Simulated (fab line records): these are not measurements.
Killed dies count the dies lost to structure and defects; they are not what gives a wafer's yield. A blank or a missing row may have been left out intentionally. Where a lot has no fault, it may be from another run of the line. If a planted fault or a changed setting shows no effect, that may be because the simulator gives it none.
fab line records || flow n5_finfet || part 2 of 2: steps 21 to 27 of 27
record {"lots": 5, "wafers": 15, "last_day": 18}
route steps=1938 shown BEOL_M7@1280
lots that met no fault: taken from a fault-free run of the same line
start_h: hours from the record's first day to the start of the lot's first wafer shown || wait_h: how many hours have passed since the lot's step before this one || " identical to the entry in the row above || L1.1+2: one row covering several wafers at once || - no value, or no start was given || * or withheld: withheld || < > ~ a bound
route shown NAME@n: names a module that has steps shown in the file, with the first one's number in the route || usual: mean/standard deviation taken from wafers without a fault || same: alike in all rows || chamber/n: place in a boat || sites: each site's reading || _std_site: the standard deviation of these || _edge_site: outer sites' mean less inner sites' || radius_mm: for every site, how far away it sits from the centre of the wafer || mask NAME#n: copy n || behind: the most recent tool/chamber to have shaped the wafer || hold: the reason the lot was held/the length of the hold in hours/how it ended || device: the n, p or np transistor that did not switch || end of line: tests of these same wafers at the route's end || step lacking rows: just its recipe || killed: dies that structure and defects cost at the first sort, which is not the same as the wafer's yield || map: dies across one wafer; x = killed, . = not, _ = none there
set.NAME: the setting that was run; set.NAME@STEP: the one run at that earlier step || model.NAME: the simulator's own value behind a step, which no gauge read
lots seen at some steps along the route; tables by step, rows by wafer
services: the hour from which a tool's chamber was out of use, counted from the record's first day as start_h (under 0 if before that day), plus the number of hours and why
## steps
# step N5_BEOL_M7_ETCH_72
# recipe {"chemistry": "N2/H2", "target": "underlayer", "target_depth_a": 65, "mask_material": "CAR-EUV", "time_s": 5.2, "ion_energy_ev": 200, "pressure_mtorr": 30, "source_w": 840, "bias_w": 150, "n2_flow_sccm": 200, "h2_flow_sccm": 200, "ends": "cleared"}
# usual {"drypump_motor_current_A": "5.9/0.39", "etch_rf_on_time_s": "5.24/0.12", "oes_product_au": "0.64/0.061", "rf_vpp_V": "524.2/2.9", "showerhead_plenum_p_Torr": "2.55/0.093", "throttle_valve_pct": "17.85/0.22"}
{"lot.wafer": "L080.1", "tool": "rie_diel-01", "chamber": 1, "start_h": 234.77, "wait_h": 0.0, "drypump_motor_current_A": 6.3, "etch_rf_on_time_s": 5.01, "oes_product_au": 0.67, "rf_hours_counter_h": 168, "rf_vpp_V": 527.3, "showerhead_plenum_p_Torr": 2.64, "throttle_valve_pct": 17.38}
{"lot.wafer": "L080.2", "tool": "rie_diel-01", "chamber": 3, "start_h": 234.77, "wait_h": 0.0, "drypump_motor_current_A": 5.7, "etch_rf_on_time_s": 5.43, "oes_product_au": 0.59, "rf_hours_counter_h": 213, "rf_vpp_V": 526.3, "showerhead_plenum_p_Torr": 2.62, "throttle_valve_pct": 17.90}
{"lot.wafer": "L080.6", "tool": "rie_diel-01", "chamber": 1, "start_h": 234.77, "wait_h": 0.0, "drypump_motor_current_A": 6.3, "etch_rf_on_time_s": 5.03, "oes_product_au": 0.66, "rf_hours_counter_h": "-", "rf_vpp_V": 527.1, "showerhead_plenum_p_Torr": 2.64, "throttle_valve_pct": 17.38}
{"lot.wafer": "L083.1", "tool": "rie_diel-06", "chamber": 3, "start_h": 240.17, "wait_h": 0.0, "drypump_motor_current_A": 6.3, "etch_rf_on_time_s": 5.29, "oes_product_au": 0.66, "rf_hours_counter_h": 107, "rf_vpp_V": 524.2, "showerhead_plenum_p_Torr": 2.57, "throttle_valve_pct": 18.03}
{"lot.wafer": "L083.3", "tool": "rie_diel-06", "chamber": 2, "start_h": 240.17, "wait_h": 0.0, "drypump_motor_current_A": 6.3, "etch_rf_on_time_s": 5.38, "oes_product_au": 0.59, "rf_hours_counter_h": 212, "rf_vpp_V": 526.2, "showerhead_plenum_p_Torr": 2.50, "throttle_valve_pct": 17.76}
{"lot.wafer": "L083.4", "tool": "rie_diel-06", "chamber": 3, "start_h": 240.17, "wait_h": 0.0, "drypump_motor_current_A": 6.3, "etch_rf_on_time_s": 5.26, "oes_product_au": 0.65, "rf_hours_counter_h": "-", "rf_vpp_V": 525.1, "showerhead_plenum_p_Torr": 2.58, "throttle_valve_pct": 18.02}
{"lot.wafer": "L094.1", "tool": "rie_diel-01", "chamber": 1, "start_h": 326.80, "wait_h": 0.0, "drypump_motor_current_A": 6.3, "etch_rf_on_time_s": 5.09, "oes_product_au": 0.64, "rf_hours_counter_h": 196, "rf_vpp_V": 526.7, "showerhead_plenum_p_Torr": 2.63, "throttle_valve_pct": 17.44}
{"lot.wafer": "L094.4", "tool": "rie_diel-01", "chamber": 0, "start_h": 326.80, "wait_h": 0.0, "drypump_motor_current_A": 5.5, "etch_rf_on_time_s": 5.21, "oes_product_au": 0.66, "rf_hours_counter_h": 115, "rf_vpp_V": 527.7, "showerhead_plenum_p_Torr": 2.67, "throttle_valve_pct": 17.94}
{"lot.wafer": "L094.6", "tool": "rie_diel-01", "chamber": 1, "start_h": 326.80, "wait_h": 0.0, "drypump_motor_current_A": 6.3, "etch_rf_on_time_s": 5.07, "oes_product_au": 0.64, "rf_hours_counter_h": "-", "rf_vpp_V": 526.5, "showerhead_plenum_p_Torr": 2.63, "throttle_valve_pct": 17.42}
{"lot.wafer": "L096.2", "tool": "rie_diel-01", "chamber": 3, "start_h": 341.13, "wait_h": 0.0, "drypump_motor_current_A": 5.7, "etch_rf_on_time_s": 5.34, "oes_product_au": 0.58, "rf_hours_counter_h": 247, "rf_vpp_V": 524.9, "showerhead_plenum_p_Torr": 2.61, "throttle_valve_pct": 17.96}
{"lot.wafer": "L096.4", "tool": "rie_diel-01", "chamber": 2, "start_h": 341.13, "wait_h": 0.0, "drypump_motor_current_A": 6.4, "etch_rf_on_time_s": 5.24, "oes_product_au": 0.59, "rf_hours_counter_h": 223, "rf_vpp_V": 520.4, "showerhead_plenum_p_Torr": 2.41, "throttle_valve_pct": 17.78}
{"lot.wafer": "L096.6", "tool": "rie_diel-01", "chamber": 1, "start_h": 341.13, "wait_h": 0.0, "drypump_motor_current_A": 6.3, "etch_rf_on_time_s": 5.11, "oes_product_au": 0.63, "rf_hours_counter_h": "-", "rf_vpp_V": 527.3, "showerhead_plenum_p_Torr": 2.62, "throttle_valve_pct": 17.43}
{"lot.wafer": "L097.2", "tool": "rie_diel-01", "chamber": 3, "start_h": 341.64, "wait_h": 0.0, "drypump_motor_current_A": 5.8, "etch_rf_on_time_s": 5.28, "oes_product_au": 0.57, "rf_hours_counter_h": 247, "rf_vpp_V": 525.8, "showerhead_plenum_p_Torr": 2.61, "throttle_valve_pct": 17.95}
{"lot.wafer": "L097.4", "tool": "rie_diel-01", "chamber": 0, "start_h": 341.64, "wait_h": 0.0, "drypump_motor_current_A": 5.5, "etch_rf_on_time_s": 5.09, "oes_product_au": 0.66, "rf_hours_counter_h": 122, "rf_vpp_V": 529.3, "showerhead_plenum_p_Torr": 2.67, "throttle_valve_pct": 17.97}
{"lot.wafer": "L097.6", "tool": "rie_diel-01", "chamber": 1, "start_h": 341.64, "wait_h": 0.0, "drypump_motor_current_A": 6.3, "etch_rf_on_time_s": 4.98, "oes_product_au": 0.64, "rf_hours_counter_h": "-", "rf_vpp_V": 527.9, "showerhead_plenum_p_Torr": 2.62, "throttle_valve_pct": 17.48}
# step N5_BEOL_M7_ETCH_65
# recipe {"chemistry": "CF4", "target": "SiARC", "target_depth_a": 156, "mask_material": "CAR-EUV", "time_s": 26, "ion_energy_ev": 80, "pressure_mtorr": 40, "source_w": 545, "bias_w": 36, "Ar_flow_sccm": 100, "cf4_flow_sccm": 100, "ends": "cleared"}
# usual {"drypump_motor_current_A": "5.9/0.39", "etch_rf_on_time_s": "26.2/0.57", "oes_product_au": "0.64/0.058", "rf_vpp_V": "184.1/1.1", "showerhead_plenum_p_Torr": "2.15/0.074", "throttle_valve_pct": "15.64/0.2"}
{"lot.wafer": "L080.1", "tool": "rie_diel-01", "chamber": 1, "start_h": 234.79, "wait_h": 0.0, "drypump_motor_current_A": 6.3, "etch_rf_on_time_s": 25.2, "oes_product_au": 0.67, "rf_hours_counter_h": 168, "rf_vpp_V": 183.5, "showerhead_plenum_p_Torr": 2.21, "throttle_valve_pct": 15.26}
{"lot.wafer": "L080.2", "tool": "rie_diel-01", "chamber": 3, "start_h": 234.79, "wait_h": 0.0, "drypump_motor_current_A": 5.7, "etch_rf_on_time_s": 26.7, "oes_product_au": 0.60, "rf_hours_counter_h": 213, "rf_vpp_V": 183.8, "showerhead_plenum_p_Torr": 2.20, "throttle_valve_pct": 15.60}
{"lot.wafer": "L080.6", "tool": "rie_diel-01", "chamber": 1, "start_h": 234.79, "wait_h": 0.0, "drypump_motor_current_A": 6.3, "etch_rf_on_time_s": 25.1, "oes_product_au": 0.67, "rf_hours_counter_h": "-", "rf_vpp_V": 183.8, "showerhead_plenum_p_Torr": 2.21, "throttle_valve_pct": 15.25}
{"lot.wafer": "L083.1", "tool": "rie_diel-06", "chamber": 3, "start_h": 240.19, "wait_h": 0.0, "drypump_motor_current_A": 6.3, "etch_rf_on_time_s": 26.1, "oes_product_au": 0.66, "rf_hours_counter_h": 107, "rf_vpp_V": 184.3, "showerhead_plenum_p_Torr": 2.17, "throttle_valve_pct": 15.69}
{"lot.wafer": "L083.3", "tool": "rie_diel-06", "chamber": 2, "start_h": 240.19, "wait_h": 0.0, "drypump_motor_current_A": 6.4, "etch_rf_on_time_s": 27.4, "oes_product_au": 0.59, "rf_hours_counter_h": 212, "rf_vpp_V": 182.0, "showerhead_plenum_p_Torr": 2.13, "throttle_valve_pct": 15.61}
{"lot.wafer": "L083.4", "tool": "rie_diel-06", "chamber": 3, "start_h": 240.19, "wait_h": 0.0, "drypump_motor_current_A": 6.3, "etch_rf_on_time_s": 26.3, "oes_product_au": 0.66, "rf_hours_counter_h": "-", "rf_vpp_V": 184.8, "showerhead_plenum_p_Torr": 2.17, "throttle_valve_pct": 15.67}
{"lot.wafer": "L094.1", "tool": "rie_diel-01", "chamber": 1, "start_h": 326.82, "wait_h": 0.0, "drypump_motor_current_A": 6.3, "etch_rf_on_time_s": 25.5, "oes_product_au": 0.64, "rf_hours_counter_h": 196, "rf_vpp_V": 184.6, "showerhead_plenum_p_Torr": 2.20, "throttle_valve_pct": 15.30}
{"lot.wafer": "L094.4", "tool": "rie_diel-01", "chamber": 0, "start_h": 326.82, "wait_h": 0.0, "drypump_motor_current_A": 5.4, "etch_rf_on_time_s": 25.6, "oes_product_au": 0.67, "rf_hours_counter_h": 115, "rf_vpp_V": 184.0, "showerhead_plenum_p_Torr": 2.25, "throttle_valve_pct": 15.78}
{"lot.wafer": "L094.6", "tool": "rie_diel-01", "chamber": 1, "start_h": 326.82, "wait_h": 0.0, "drypump_motor_current_A": 6.3, "etch_rf_on_time_s": 25.1, "oes_product_au": 0.65, "rf_hours_counter_h": "-", "rf_vpp_V": 184.1, "showerhead_plenum_p_Torr": 2.20, "throttle_valve_pct": 15.31}
{"lot.wafer": "L096.2", "tool": "rie_diel-01", "chamber": 3, "start_h": 341.15, "wait_h": 0.0, "drypump_motor_current_A": 5.7, "etch_rf_on_time_s": 26.5, "oes_product_au": 0.59, "rf_hours_counter_h": 247, "rf_vpp_V": 185.0, "showerhead_plenum_p_Torr": 2.19, "throttle_valve_pct": 15.69}
{"lot.wafer": "L096.4", "tool": "rie_diel-01", "chamber": 2, "start_h": 341.15, "wait_h": 0.0, "drypump_motor_current_A": 6.3, "etch_rf_on_time_s": 26.2, "oes_product_au": 0.59, "rf_hours_counter_h": 223, "rf_vpp_V": 183.6, "showerhead_plenum_p_Torr": 2.03, "throttle_valve_pct": 15.60}
{"lot.wafer": "L096.6", "tool": "rie_diel-01", "chamber": 1, "start_h": 341.15, "wait_h": 0.0, "drypump_motor_current_A": 6.3, "etch_rf_on_time_s": 25.0, "oes_product_au": 0.64, "rf_hours_counter_h": "-", "rf_vpp_V": 184.8, "showerhead_plenum_p_Torr": 2.20, "throttle_valve_pct": 15.33}
{"lot.wafer": "L097.2", "tool": "rie_diel-01", "chamber": 3, "start_h": 341.66, "wait_h": 0.0, "drypump_motor_current_A": 5.7, "etch_rf_on_time_s": 26.4, "oes_product_au": 0.59, "rf_hours_counter_h": 247, "rf_vpp_V": 185.4, "showerhead_plenum_p_Torr": 2.19, "throttle_valve_pct": 15.67}
{"lot.wafer": "L097.4", "tool": "rie_diel-01", "chamber": 0, "start_h": 341.66, "wait_h": 0.0, "drypump_motor_current_A": 5.5, "etch_rf_on_time_s": 26.0, "oes_product_au": 0.66, "rf_hours_counter_h": 122, "rf_vpp_V": 185.1, "showerhead_plenum_p_Torr": 2.25, "throttle_valve_pct": 15.79}
{"lot.wafer": "L097.6", "tool": "rie_diel-01", "chamber": 1, "start_h": 341.66, "wait_h": 0.0, "drypump_motor_current_A": 6.3, "etch_rf_on_time_s": 25.3, "oes_product_au": 0.64, "rf_hours_counter_h": "-", "rf_vpp_V": 184.3, "showerhead_plenum_p_Torr": 2.20, "throttle_valve_pct": 15.32}
# step N5_BEOL_M7_ETCH_66
# recipe {"chemistry": "N2/H2", "target": "SOC", "target_depth_a": 800, "overetch_a": 160, "mask_material": "SiARC", "temp_c": 40, "time_s": 120, "ion_energy_ev": 200, "pressure_mtorr": 30, "source_w": 840, "bias_w": 150, "n2_flow_sccm": 200, "h2_flow_sccm": 200}
# usual {"drypump_motor_current_A": "5.9/0.39", "oes_product_au": "0.58/0.048", "rf_vpp_V": "523.9/2.8", "showerhead_plenum_p_Torr": "2.55/0.093", "throttle_valve_pct": "17.80/0.22"}
{"lot.wafer": "L080.1", "tool": "rie_diel-01", "chamber": 1, "start_h": 234.81, "wait_h": 0.0, "drypump_motor_current_A": 6.3, "oes_product_au": 0.58, "rf_hours_counter_h": 168, "rf_vpp_V": 526.6, "showerhead_plenum_p_Torr": 2.64, "throttle_valve_pct": 17.35}
{"lot.wafer": "L080.2", "tool": "rie_diel-01", "chamber": 3, "start_h": 234.81, "wait_h": 0.0, "drypump_motor_current_A": 5.7, "oes_product_au": 0.55, "rf_hours_counter_h": 213, "rf_vpp_V": 523.9, "showerhead_plenum_p_Torr": 2.62, "throttle_valve_pct": 17.85}
{"lot.wafer": "L080.6", "tool": "rie_diel-01", "chamber": 1, "start_h": 234.81, "wait_h": 0.0, "drypump_motor_current_A": 6.3, "oes_product_au": 0.58, "rf_hours_counter_h": "-", "rf_vpp_V": 527.0, "showerhead_plenum_p_Torr": 2.64, "throttle_valve_pct": 17.36}
{"lot.wafer": "L083.1", "tool": "rie_diel-06", "chamber": 3, "start_h": 240.22, "wait_h": 0.0, "drypump_motor_current_A": 6.3, "oes_product_au": 0.60, "rf_hours_counter_h": 107, "rf_vpp_V": 524.9, "showerhead_plenum_p_Torr": 2.57, "throttle_valve_pct": 17.99}
{"lot.wafer": "L083.3", "tool": "rie_diel-06", "chamber": 2, "start_h": 240.22, "wait_h": 0.0, "drypump_motor_current_A": 6.4, "oes_product_au": 0.55, "rf_hours_counter_h": 212, "rf_vpp_V": 522.4, "showerhead_plenum_p_Torr": 2.50, "throttle_valve_pct": 17.71}
{"lot.wafer": "L083.4", "tool": "rie_diel-06", "chamber": 3, "start_h": 240.22, "wait_h": 0.0, "drypump_motor_current_A": 6.3, "oes_product_au": 0.60, "rf_hours_counter_h": "-", "rf_vpp_V": 525.8, "showerhead_plenum_p_Torr": 2.58, "throttle_valve_pct": 17.99}
{"lot.wafer": "L094.1", "tool": "rie_diel-01", "chamber": 1, "start_h": 326.85, "wait_h": 0.0, "drypump_motor_current_A": 6.3, "oes_product_au": 0.56, "rf_hours_counter_h": 196, "rf_vpp_V": 526.9, "showerhead_plenum_p_Torr": 2.63, "throttle_valve_pct": 17.39}
{"lot.wafer": "L094.4", "tool": "rie_diel-01", "chamber": 0, "start_h": 326.85, "wait_h": 0.0, "drypump_motor_current_A": 5.5, "oes_product_au": 0.60, "rf_hours_counter_h": 115, "rf_vpp_V": 527.3, "showerhead_plenum_p_Torr": 2.67, "throttle_valve_pct": 17.92}
{"lot.wafer": "L094.6", "tool": "rie_diel-01", "chamber": 1, "start_h": 326.85, "wait_h": 0.0, "drypump_motor_current_A": 6.3, "oes_product_au": 0.57, "rf_hours_counter_h": "-", "rf_vpp_V": 527.9, "showerhead_plenum_p_Torr": 2.63, "throttle_valve_pct": 17.40}
{"lot.wafer": "L096.2", "tool": "rie_diel-01", "chamber": 3, "start_h": 341.18, "wait_h": 0.0, "drypump_motor_current_A": 5.7, "oes_product_au": 0.53, "rf_hours_counter_h": 247, "rf_vpp_V": 524.9, "showerhead_plenum_p_Torr": 2.61, "throttle_valve_pct": 17.94}
{"lot.wafer": "L096.4", "tool": "rie_diel-01", "chamber": 2, "start_h": 341.18, "wait_h": 0.0, "drypump_motor_current_A": 6.3, "oes_product_au": 0.54, "rf_hours_counter_h": 223, "rf_vpp_V": 520.1, "showerhead_plenum_p_Torr": 2.42, "throttle_valve_pct": 17.72}
{"lot.wafer": "L096.6", "tool": "rie_diel-01", "chamber": 1, "start_h": 341.18, "wait_h": 0.0, "drypump_motor_current_A": 6.3, "oes_product_au": 0.57, "rf_hours_counter_h": "-", "rf_vpp_V": 525.5, "showerhead_plenum_p_Torr": 2.62, "throttle_valve_pct": 17.42}
{"lot.wafer": "L097.2", "tool": "rie_diel-01", "chamber": 3, "start_h": 341.69, "wait_h": 0.0, "drypump_motor_current_A": 5.8, "oes_product_au": 0.53, "rf_hours_counter_h": 247, "rf_vpp_V": 526.6, "showerhead_plenum_p_Torr": 2.61, "throttle_valve_pct": 17.91}
{"lot.wafer": "L097.4", "tool": "rie_diel-01", "chamber": 0, "start_h": 341.69, "wait_h": 0.0, "drypump_motor_current_A": 5.5, "oes_product_au": 0.59, "rf_hours_counter_h": 122, "rf_vpp_V": 529.0, "showerhead_plenum_p_Torr": 2.67, "throttle_valve_pct": 17.92}
{"lot.wafer": "L097.6", "tool": "rie_diel-01", "chamber": 1, "start_h": 341.69, "wait_h": 0.0, "drypump_motor_current_A": 6.3, "oes_product_au": 0.56, "rf_hours_counter_h": "-", "rf_vpp_V": 526.3, "showerhead_plenum_p_Torr": 2.62, "throttle_valve_pct": 17.40}
# step N5_BEOL_M7_STRIP_69
# recipe {"chemistry": "N2/H2", "temp_c": 40, "n2_flow_sccm": 200, "h2_flow_sccm": 200, "rf_frequency_hz": 6e+07}
{"lot.wafer": "L080.1+2+6", "tool": "rie_diel-01", "chamber": "1,3,1", "start_h": 234.89, "wait_h": 0.0}
{"lot.wafer": "L083.1+3+4", "tool": "rie_diel-06", "chamber": "3,2,3", "start_h": 240.30, "wait_h": 0.0}
{"lot.wafer": "L094.1+4+6", "tool": "rie_diel-01", "chamber": "1,0,1", "start_h": 326.93, "wait_h": 0.0}
{"lot.wafer": "L096.2+4+6", "tool": "rie_diel-01", "chamber": "3,2,1", "start_h": 341.26, "wait_h": 0.0}
{"lot.wafer": "L097.2+4+6", "tool": "rie_diel-01", "chamber": "3,0,1", "start_h": 341.77, "wait_h": 0.0}
# step N5_BEOL_M7_STRIP_73
# recipe {"chemistry": "N2/H2", "temp_c": 40, "n2_flow_sccm": 200, "h2_flow_sccm": 200, "rf_frequency_hz": 6e+07}
{"lot.wafer": "L080.1+2+6", "tool": "rie_diel-01", "chamber": "1,3,1", "start_h": 234.90, "wait_h": 0.0}
{"lot.wafer": "L083.1+3+4", "tool": "rie_diel-06", "chamber": "3,2,3", "start_h": 240.31, "wait_h": 0.0}
{"lot.wafer": "L094.1+4+6", "tool": "rie_diel-01", "chamber": "1,0,1", "start_h": 326.94, "wait_h": 0.0}
{"lot.wafer": "L096.2+4+6", "tool": "rie_diel-01", "chamber": "3,2,1", "start_h": 341.27, "wait_h": 0.0}
{"lot.wafer": "L097.2+4+6", "tool": "rie_diel-01", "chamber": "3,0,1", "start_h": 341.78, "wait_h": 0.0}
# step N5_BEOL_M7_VIA_ETCH_34
# recipe {"chemistry": "C4F6/O2", "target": "SiCOH_lowk", "target_depth_a": 1255, "mask_material": "SOC", "taper_deg": 4, "time_s": 50.5, "ion_energy_ev": 250, "pressure_mtorr": 30, "source_w": 345, "bias_w": 185, "Ar_flow_sccm": 300, "C4F6_flow_sccm": 10, "O2_flow_sccm": 10}
# usual {"drypump_motor_current_A": "5.9/0.39", "oes_f_703_au": "0.74/0.063", "oes_product_au": "0.75/0.069", "rf_vpp_V": "667/11", "showerhead_plenum_p_Torr": "2.86/0.1", "throttle_valve_pct": "20.90/0.21"}
{"lot.wafer": "L080.1", "tool": "rie_diel-01", "chamber": 1, "start_h": 234.91, "wait_h": 0.0, "drypump_motor_current_A": 6.3, "oes_f_703_au": 0.78, "oes_product_au": 0.78, "rf_hours_counter_h": 168, "rf_vpp_V": 686, "showerhead_plenum_p_Torr": 2.96, "throttle_valve_pct": 20.53}
{"lot.wafer": "L080.2", "tool": "rie_diel-01", "chamber": 3, "start_h": 234.91, "wait_h": 0.0, "drypump_motor_current_A": 5.8, "oes_f_703_au": 0.70, "oes_product_au": 0.70, "rf_hours_counter_h": 213, "rf_vpp_V": 658, "showerhead_plenum_p_Torr": 2.93, "throttle_valve_pct": 20.84}
{"lot.wafer": "L080.6", "tool": "rie_diel-01", "chamber": 1, "start_h": 234.91, "wait_h": 0.0, "drypump_motor_current_A": 6.3, "oes_f_703_au": 0.77, "oes_product_au": 0.77, "rf_hours_counter_h": "-", "rf_vpp_V": 685, "showerhead_plenum_p_Torr": 2.96, "throttle_valve_pct": 20.52}
{"lot.wafer": "L083.1", "tool": "rie_diel-06", "chamber": 3, "start_h": 240.32, "wait_h": 0.0, "drypump_motor_current_A": 6.3, "oes_f_703_au": 0.77, "oes_product_au": 0.77, "rf_hours_counter_h": 107, "rf_vpp_V": 661, "showerhead_plenum_p_Torr": 2.87, "throttle_valve_pct": 20.94}
{"lot.wafer": "L083.3", "tool": "rie_diel-06", "chamber": 2, "start_h": 240.32, "wait_h": 0.0, "drypump_motor_current_A": 6.3, "oes_f_703_au": 0.69, "oes_product_au": 0.69, "rf_hours_counter_h": 212, "rf_vpp_V": 667, "showerhead_plenum_p_Torr": 2.82, "throttle_valve_pct": 20.82}
{"lot.wafer": "L083.4", "tool": "rie_diel-06", "chamber": 3, "start_h": 240.32, "wait_h": 0.0, "drypump_motor_current_A": 6.3, "oes_f_703_au": 0.77, "oes_product_au": 0.77, "rf_hours_counter_h": "-", "rf_vpp_V": 659, "showerhead_plenum_p_Torr": 2.87, "throttle_valve_pct": 20.96}
{"lot.wafer": "L094.1", "tool": "rie_diel-01", "chamber": 1, "start_h": 326.95, "wait_h": 0.0, "drypump_motor_current_A": 6.3, "oes_f_703_au": 0.76, "oes_product_au": 0.75, "rf_hours_counter_h": 197, "rf_vpp_V": 685, "showerhead_plenum_p_Torr": 2.95, "throttle_valve_pct": 20.55}
{"lot.wafer": "L094.4", "tool": "rie_diel-01", "chamber": 0, "start_h": 326.95, "wait_h": 0.0, "drypump_motor_current_A": 5.5, "oes_f_703_au": 0.78, "oes_product_au": 0.78, "rf_hours_counter_h": 115, "rf_vpp_V": 662, "showerhead_plenum_p_Torr": 2.99, "throttle_valve_pct": 21.06}
{"lot.wafer": "L094.6", "tool": "rie_diel-01", "chamber": 1, "start_h": 326.95, "wait_h": 0.0, "drypump_motor_current_A": 6.3, "oes_f_703_au": 0.75, "oes_product_au": 0.75, "rf_hours_counter_h": "-", "rf_vpp_V": 685, "showerhead_plenum_p_Torr": 2.95, "throttle_valve_pct": 20.57}
{"lot.wafer": "L096.2", "tool": "rie_diel-01", "chamber": 3, "start_h": 341.28, "wait_h": 0.0, "drypump_motor_current_A": 5.8, "oes_f_703_au": 0.68, "oes_product_au": 0.68, "rf_hours_counter_h": 247, "rf_vpp_V": 661, "showerhead_plenum_p_Torr": 2.92, "throttle_valve_pct": 20.91}
{"lot.wafer": "L096.4", "tool": "rie_diel-01", "chamber": 2, "start_h": 341.28, "wait_h": 0.0, "drypump_motor_current_A": 6.4, "oes_f_703_au": 0.70, "oes_product_au": 0.70, "rf_hours_counter_h": 223, "rf_vpp_V": 647, "showerhead_plenum_p_Torr": 2.70, "throttle_valve_pct": 20.79}
{"lot.wafer": "L096.6", "tool": "rie_diel-01", "chamber": 1, "start_h": 341.28, "wait_h": 0.0, "drypump_motor_current_A": 6.3, "oes_f_703_au": 0.75, "oes_product_au": 0.75, "rf_hours_counter_h": "-", "rf_vpp_V": 686, "showerhead_plenum_p_Torr": 2.95, "throttle_valve_pct": 20.56}
{"lot.wafer": "L097.2", "tool": "rie_diel-01", "chamber": 3, "start_h": 341.79, "wait_h": 0.0, "drypump_motor_current_A": 5.7, "oes_f_703_au": 0.68, "oes_product_au": 0.68, "rf_hours_counter_h": 247, "rf_vpp_V": 660, "showerhead_plenum_p_Torr": 2.92, "throttle_valve_pct": 20.89}
{"lot.wafer": "L097.4", "tool": "rie_diel-01", "chamber": 0, "start_h": 341.79, "wait_h": 0.0, "drypump_motor_current_A": 5.5, "oes_f_703_au": 0.78, "oes_product_au": 0.76, "rf_hours_counter_h": 122, "rf_vpp_V": 660, "showerhead_plenum_p_Torr": 2.98, "throttle_valve_pct": 21.08}
{"lot.wafer": "L097.6", "tool": "rie_diel-01", "chamber": 1, "start_h": 341.79, "wait_h": 0.0, "drypump_motor_current_A": 6.3, "oes_f_703_au": 0.75, "oes_product_au": 0.74, "rf_hours_counter_h": "-", "rf_vpp_V": 685, "showerhead_plenum_p_Torr": 2.94, "throttle_valve_pct": 20.57}
# step N5_BEOL_M7_STRIP_76
# recipe {"chemistry": "C4F6/O2", "resist": "SiARC", "rf_frequency_hz": 6e+07}
{"lot.wafer": "L080.1+2+6", "tool": "rie_diel-01", "chamber": "1,3,1", "start_h": 234.96, "wait_h": 0.0}
{"lot.wafer": "L083.1+3+4", "tool": "rie_diel-06", "chamber": "3,2,3", "start_h": 240.36, "wait_h": 0.0}
{"lot.wafer": "L094.1+4+6", "tool": "rie_diel-01", "chamber": "1,0,1", "start_h": 326.99, "wait_h": 0.0}
{"lot.wafer": "L096.2+4+6", "tool": "rie_diel-01", "chamber": "3,2,1", "start_h": 341.32, "wait_h": 0.0}
{"lot.wafer": "L097.2+4+6", "tool": "rie_diel-01", "chamber": "3,0,1", "start_h": 341.83, "wait_h": 0.0}
## services
{"tool": "rie_diel-01", "chamber": "-", "start_h": 211.73, "hours": 3.2, "kind": "repair"}
{"tool": "rie_diel-05", "chamber": 2, "start_h": 220.81, "hours": "-", "kind": "clean"}
{"tool": "rie_diel-05", "chamber": 2, "start_h": 220.81, "hours": "-", "kind": "consumable_replace:focus_ring"}
{"tool": "rie_diel-06", "chamber": 0, "start_h": 226.90, "hours": "-", "kind": "clean"}
{"tool": "rie_diel-06", "chamber": 0, "start_h": 226.90, "hours": "-", "kind": "consumable_replace:focus_ring"}
{"tool": "rie_diel-06", "chamber": 0, "start_h": 226.90, "hours": "-", "kind": "consumable_replace:showerhead"}
{"tool": "rie_diel-06", "chamber": 0, "start_h": 226.90, "hours": 20.7, "kind": "scheduled_down"}
{"tool": "rie_diel-06", "chamber": 0, "start_h": 226.90, "hours": 20.7, "kind": "vent_cycle"}
{"tool": "euv_scanner-01", "chamber": "-", "start_h": 238.70, "hours": 23.5, "kind": "repair"}
{"tool": "rie_diel-01", "chamber": "-", "start_h": 243.61, "hours": 0.2, "kind": "repair"}
{"tool": "euv_scanner-02", "chamber": "-", "start_h": 262.17, "hours": 1.0, "kind": "pm"}
{"tool": "euv_scanner-01", "chamber": "-", "start_h": 263.18, "hours": 1.0, "kind": "pm"}
{"tool": "euv_scanner-02", "chamber": "-", "start_h": 264.23, "hours": 5.8, "kind": "pm"}
{"tool": "rie_diel-06", "chamber": 0, "start_h": 271.64, "hours": 2.8, "kind": "repair"}
{"tool": "euv_scanner-01", "chamber": "-", "start_h": 282.41, "hours": 5.8, "kind": "pm"}
{"tool": "litho_track-02", "chamber": "-", "start_h": 285.67, "hours": "-", "kind": "consumable_replace:filter"}
{"tool": "euv_scanner-01", "chamber": "-", "start_h": 292.47, "hours": 0.3, "kind": "repair"}
{"tool": "rie_diel-05", "chamber": 2, "start_h": 296.80, "hours": 2.9, "kind": "repair"}
{"tool": "euv_scanner-01", "chamber": "-", "start_h": 299.42, "hours": 4.6, "kind": "pm"}
{"tool": "euv_scanner-02", "chamber": "-", "start_h": 306.64, "hours": 1.0, "kind": "pm"}
{"tool": "rie_diel-06", "chamber": 3, "start_h": 316.56, "hours": 4.0, "kind": "repair"}
{"tool": "euv_scanner-01", "chamber": "-", "start_h": 318.55, "hours": 1.0, "kind": "pm"}
{"tool": "rie_diel-06", "chamber": "-", "start_h": 325.45, "hours": 14.6, "kind": "pm"}
{"tool": "rie_diel-01", "chamber": "-", "start_h": 336.07, "hours": 0.2, "kind": "repair"}
